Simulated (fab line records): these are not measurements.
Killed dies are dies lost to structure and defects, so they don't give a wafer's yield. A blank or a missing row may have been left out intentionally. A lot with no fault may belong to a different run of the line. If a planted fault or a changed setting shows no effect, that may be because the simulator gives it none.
Split-lot trial || flow n5Finfet || route with 1938 steps; 7 lots, 39 wafers read

## SPLIT DETAILS
At N5_DUMMY_GATE_ETCH_37 (etches SOC in N2/H2, target depth 60 nm, overetch 30 nm), the setting sourceW was moved away from the recipe's 840 W on 15 of the 39 wafers read, by -15.9% to +14.0%. All remaining wafers had this setting at the recipe value.

The reading comes from the split's own step.

## THE READING
rfVppV, in V, at N5_DUMMY_GATE_ETCH_37 (etches SOC in N2/H2, target depth 60 nm, overetch 30 nm). Fault-free wafers of this fab line usually give 523.5 V, standard deviation 2.2 V.

{"wafer": "L076.1", "tool, chamber at the split": "rieDiel-03, 2", "sourceW as run, W": 840, "against the recipe": "recipe", "rfVppV, V": 527.1, "against lot-mates on the recipe": "-"}
{"wafer": "L076.2", "tool, chamber at the split": "rieDiel-03, 0", "sourceW as run, W": 840, "against the recipe": "recipe", "rfVppV, V": 520.9, "against lot-mates on the recipe": "-"}
{"wafer": "L076.3", "tool, chamber at the split": "rieDiel-03, 1", "sourceW as run, W": 706.8, "against the recipe": "-15.9%", "rfVppV, V": 555.8, "against lot-mates on the recipe": "+31.8"}
{"wafer": "L076.4", "tool, chamber at the split": "rieDiel-03, 3", "sourceW as run, W": 706.8, "against the recipe": "-15.9%", "rfVppV, V": 551.9, "against lot-mates on the recipe": "+27.9"}
{"wafer": "L076.5", "tool, chamber at the split": "rieDiel-03, 2", "sourceW as run, W": 706.8, "against the recipe": "-15.9%", "rfVppV, V": 556.9, "against lot-mates on the recipe": "+32.9"}
{"wafer": "L076.6", "tool, chamber at the split": "rieDiel-03, 1", "sourceW as run, W": 840, "against the recipe": "recipe", "rfVppV, V": 524.0, "against lot-mates on the recipe": "-"}
{"wafer": "L082.1", "tool, chamber at the split": "rieDiel-03, 3", "sourceW as run, W": 735.1, "against the recipe": "-12.5%", "rfVppV, V": 546.2, "against lot-mates on the recipe": "+21.6"}
{"wafer": "L082.2", "tool, chamber at the split": "rieDiel-03, 1", "sourceW as run, W": 735.1, "against the recipe": "-12.5%", "rfVppV, V": 547.0, "against lot-mates on the recipe": "+22.4"}
{"wafer": "L082.3", "tool, chamber at the split": "rieDiel-03, 2", "sourceW as run, W": 840, "against the recipe": "recipe", "rfVppV, V": 525.5, "against lot-mates on the recipe": "-"}
{"wafer": "L082.4", "tool, chamber at the split": "rieDiel-03, 3", "sourceW as run, W": 735.1, "against the recipe": "-12.5%", "rfVppV, V": 546.6, "against lot-mates on the recipe": "+22.0"}
{"wafer": "L082.5", "tool, chamber at the split": "rieDiel-03, 1", "sourceW as run, W": 840, "against the recipe": "recipe", "rfVppV, V": 522.2, "against lot-mates on the recipe": "-"}
{"wafer": "L082.6", "tool, chamber at the split": "rieDiel-03, 2", "sourceW as run, W": 840, "against the recipe": "recipe", "rfVppV, V": 526.2, "against lot-mates on the recipe": "-"}
{"wafer": "L088.1", "tool, chamber at the split": "rieDiel-01, 0", "sourceW as run, W": 958, "against the recipe": "+14.0%", "rfVppV, V": 497.1, "against lot-mates on the recipe": -24.9}
{"wafer": "L088.2", "tool, chamber at the split": "rieDiel-01, 1", "sourceW as run, W": 840, "against the recipe": "recipe", "rfVppV, V": 522.7, "against lot-mates on the recipe": "-"}
{"wafer": "L088.3", "tool, chamber at the split": "rieDiel-01, 2", "sourceW as run, W": 958, "against the recipe": "+14.0%", "rfVppV, V": 499.8, "against lot-mates on the recipe": -22.2}
{"wafer": "L088.4", "tool, chamber at the split": "rieDiel-01, 0", "sourceW as run, W": 958, "against the recipe": "+14.0%", "rfVppV, V": 497.9, "against lot-mates on the recipe": -24.1}
{"wafer": "L088.5", "tool, chamber at the split": "rieDiel-01, 1", "sourceW as run, W": 840, "against the recipe": "recipe", "rfVppV, V": 521.1, "against lot-mates on the recipe": "-"}
{"wafer": "L088.6", "tool, chamber at the split": "rieDiel-01, 2", "sourceW as run, W": 840, "against the recipe": "recipe", "rfVppV, V": 522.1, "against lot-mates on the recipe": "-"}
{"wafer": "L091.1", "tool, chamber at the split": "rieDiel-03, 2", "sourceW as run, W": 840, "against the recipe": "recipe", "rfVppV, V": 524.8, "against lot-mates on the recipe": "-"}
{"wafer": "L091.4", "tool, chamber at the split": "rieDiel-03, 3", "sourceW as run, W": 840, "against the recipe": "recipe", "rfVppV, V": 522.8, "against lot-mates on the recipe": "-"}
{"wafer": "L091.6", "tool, chamber at the split": "rieDiel-03, 1", "sourceW as run, W": 840, "against the recipe": "recipe", "rfVppV, V": 524.1, "against lot-mates on the recipe": "-"}
{"wafer": "L092.1", "tool, chamber at the split": "rieDiel-03, 3", "sourceW as run, W": 840, "against the recipe": "recipe", "rfVppV, V": 521.6, "against lot-mates on the recipe": "-"}
{"wafer": "L092.2", "tool, chamber at the split": "rieDiel-03, 2", "sourceW as run, W": 840, "against the recipe": "recipe", "rfVppV, V": 525.5, "against lot-mates on the recipe": "-"}
{"wafer": "L092.3", "tool, chamber at the split": "rieDiel-03, 1", "sourceW as run, W": 840, "against the recipe": "recipe", "rfVppV, V": 524.4, "against lot-mates on the recipe": "-"}
{"wafer": "L092.4", "tool, chamber at the split": "rieDiel-03, 0", "sourceW as run, W": 840, "against the recipe": "recipe", "rfVppV, V": 527.5, "against lot-mates on the recipe": "-"}
{"wafer": "L092.5", "tool, chamber at the split": "rieDiel-03, 2", "sourceW as run, W": 840, "against the recipe": "recipe", "rfVppV, V": 525.3, "against lot-mates on the recipe": "-"}
{"wafer": "L092.6", "tool, chamber at the split": "rieDiel-03, 1", "sourceW as run, W": 840, "against the recipe": "recipe", "rfVppV, V": 522.6, "against lot-mates on the recipe": "-"}
{"wafer": "L095.1", "tool, chamber at the split": "rieDiel-03, 1", "sourceW as run, W": 840, "against the recipe": "recipe", "rfVppV, V": 522.7, "against lot-mates on the recipe": "-"}
{"wafer": "L095.2", "tool, chamber at the split": "rieDiel-03, 2", "sourceW as run, W": 904.1, "against the recipe": "+7.6%", "rfVppV, V": 512.3, "against lot-mates on the recipe": -10.6}
{"wafer": "L095.3", "tool, chamber at the split": "rieDiel-03, 0", "sourceW as run, W": 904.1, "against the recipe": "+7.6%", "rfVppV, V": 515.7, "against lot-mates on the recipe": -7.2}
{"wafer": "L095.4", "tool, chamber at the split": "rieDiel-03, 3", "sourceW as run, W": 840, "against the recipe": "recipe", "rfVppV, V": 523.0, "against lot-mates on the recipe": "-"}
{"wafer": "L095.5", "tool, chamber at the split": "rieDiel-03, 2", "sourceW as run, W": 840, "against the recipe": "recipe", "rfVppV, V": 523.0, "against lot-mates on the recipe": "-"}
{"wafer": "L095.6", "tool, chamber at the split": "rieDiel-03, 1", "sourceW as run, W": 904.1, "against the recipe": "+7.6%", "rfVppV, V": 511.2, "against lot-mates on the recipe": -11.7}
{"wafer": "L096.1", "tool, chamber at the split": "rieDiel-04, 1", "sourceW as run, W": 840, "against the recipe": "recipe", "rfVppV, V": 525.1, "against lot-mates on the recipe": "-"}
{"wafer": "L096.2", "tool, chamber at the split": "rieDiel-04, 3", "sourceW as run, W": 840, "against the recipe": "recipe", "rfVppV, V": 522.7, "against lot-mates on the recipe": "-"}
{"wafer": "L096.3", "tool, chamber at the split": "rieDiel-04, 2", "sourceW as run, W": 953.9, "against the recipe": "+13.6%", "rfVppV, V": 498.4, "against lot-mates on the recipe": -26.1}
{"wafer": "L096.4", "tool, chamber at the split": "rieDiel-04, 0", "sourceW as run, W": 953.9, "against the recipe": "+13.6%", "rfVppV, V": 503.4, "against lot-mates on the recipe": -21.1}
{"wafer": "L096.5", "tool, chamber at the split": "rieDiel-04, 0", "sourceW as run, W": 840, "against the recipe": "recipe", "rfVppV, V": 525.8, "against lot-mates on the recipe": "-"}
{"wafer": "L096.6", "tool, chamber at the split": "rieDiel-04, 3", "sourceW as run, W": 953.9, "against the recipe": "+13.6%", "rfVppV, V": 502.1, "against lot-mates on the recipe": -22.4}

THE FIT
A straight line over all 39 wafers: rfVppV changes by -1.8 V for each +1% of sourceW; r = -0.99; the points scatter about the line by 2.1 V.
The same after taking each lot's own level away (the mean of its wafers on the recipe; 39 wafers): -1.76 V for each +1%; r = -0.99; scatter 2.1 V.
The reading moves by 28 V for the largest change in sourceW, on that fit.
From 521.97 to 524.63 V: that is the span of the lots' own levels, equal to 1.2 times the standard deviation above.
Hence the lot-to-lot level has little effect on the slope; both slopes agree.
Check: for one of the wafers moved furthest among these (-15.9%), held out of the fit, the line's prediction against its lot-mates is +28.1 V. Against them it came out at +31.8 V.
Tool readings at the split's step, against how far the setting was moved: rfVppV r = -0.99.

## FURTHER SPLITS ON THESE WAFERS
Note: prior to the reading, these wafers also went through further splits. Each is held against what the fit with the lots' levels taken away leaves over:
{"other split on the same wafers": "N5_PMOS_HMC_CHANNEL_EPI_EPI_20 pressureTorr", "wafers away from the commonest value": 33, "r with rfVppV (lot level and that fit taken away)": -0.12}

## THE FILE'S OWN FIT
rfVppV changes by -1.75 V for each +1% of sourceW, r = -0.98.
